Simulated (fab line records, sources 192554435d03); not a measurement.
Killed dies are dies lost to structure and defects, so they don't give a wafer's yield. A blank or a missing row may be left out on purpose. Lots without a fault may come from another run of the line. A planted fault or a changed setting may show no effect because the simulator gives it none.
Chamber matching | flow n5_finfet | N5_BEOL_M0_SAQP_ETCH_102 on rie_si-02: 4 sister chambers
The step etches SiO2 in CF4, target depth 4 nm, time 4.4 s. 20 wafers are shown with their chamber, then 9 later ones without.

WAFERS WITH THEIR CHAMBER
wafer  | chamber | throttle_valve_pct (%) | drypump_motor_current_A (A) | oes_product_au (a.u.)
L174.2 | 1       | 22.1                   | 5.7                         | 1.002
L174.4 | 3       | 21.5                   | 5.3                         | 1.020
L174.5 | 1       | 22.1                   | 5.7                         | 1.011
L175.1 | 2       | 21.6                   | 5.9                         | 0.961
L175.2 | 1       | 22.1                   | 5.7                         | 0.997
L175.5 | 2       | 21.6                   | 5.9                         | 0.967
L186.1 | 2       | 21.6                   | 5.8                         | 0.968
L186.2 | 1       | 22.1                   | 5.7                         | 0.994
L186.6 | 1       | 22.1                   | 5.7                         | 0.999
L187.1 | 1       | 22.1                   | 5.7                         | 0.998
L187.2 | 2       | 21.6                   | 5.9                         | 0.975
L187.4 | 0       | 22.6                   | 5.4                         | 1.047
L190.1 | 0       | 22.5                   | 5.4                         | 1.044
L190.3 | 3       | 21.5                   | 5.3                         | 1.016
L190.5 | 0       | 22.6                   | 5.4                         | 1.049
L192.2 | 3       | 21.5                   | 5.3                         | 1.020
L192.6 | 0       | 22.6                   | 5.4                         | 1.029
L194.1 | 1       | 22.1                   | 5.7                         | 0.999
L194.5 | 0       | 22.5                   | 5.4                         | 1.039
L194.6 | 1       | 22.1                   | 5.7                         | 1.001

SIGNATURES (means of the wafers above)
reading                 | chamber 0 | chamber 1 | chamber 2 | chamber 3 | scatter within a chamber
throttle_valve_pct      | 22.560    | 22.100    | 21.600    | 21.500    | 0.0274
drypump_motor_current_A | 5.400     | 5.700     | 5.875     | 5.300     | 0.0217
oes_product_au          | 1.04160   | 1.00012   | 0.96775   | 1.01867   | 0.00582
Rule: a wafer's distance from a chamber is the root of the sum, over the readings, of the square of ((its reading less the chamber's mean) divided by the reading's scatter). The wafer belongs to the nearest chamber; if the next one is less than 2 further off, it can't be placed. The scatter: the root of (the sum of the squares of (reading less its chamber's mean) over the shown wafers, divided by (wafers less chambers)).

WAFERS WITHOUT THEIR CHAMBER
wafer  | throttle_valve_pct (%) | drypump_motor_current_A (A) | oes_product_au (a.u.)
L195.1 | 21.6                   | 5.9                         | 0.979
L195.2 | 22.6                   | 5.4                         | 1.039
L195.5 | 21.5                   | 5.3                         | 1.025
L196.2 | 21.6                   | 5.9                         | 0.972
L196.4 | 22.5                   | 5.4                         | 1.038
L196.6 | 22.5                   | 5.4                         | 1.035
L197.3 | 22.1                   | 5.7                         | 0.992
L197.5 | 22.1                   | 5.7                         | 1.000
L197.6 | 22.5                   | 5.4                         | 1.032

WHICH CHAMBER EACH WENT THROUGH
wafer  | from the rows above | in truth
L195.1 | 2                   | 2
L195.2 | 0                   | 0
L195.5 | 3                   | 3
L196.2 | 2                   | 2
L196.4 | 0                   | 0
L196.6 | 0                   | 0
L197.3 | 1                   | 1
L197.5 | 1                   | 1
L197.6 | 0                   | 0
Placed correctly: 9 of 9. Can't be placed from these rows: 0. Placed wrongly: 0.
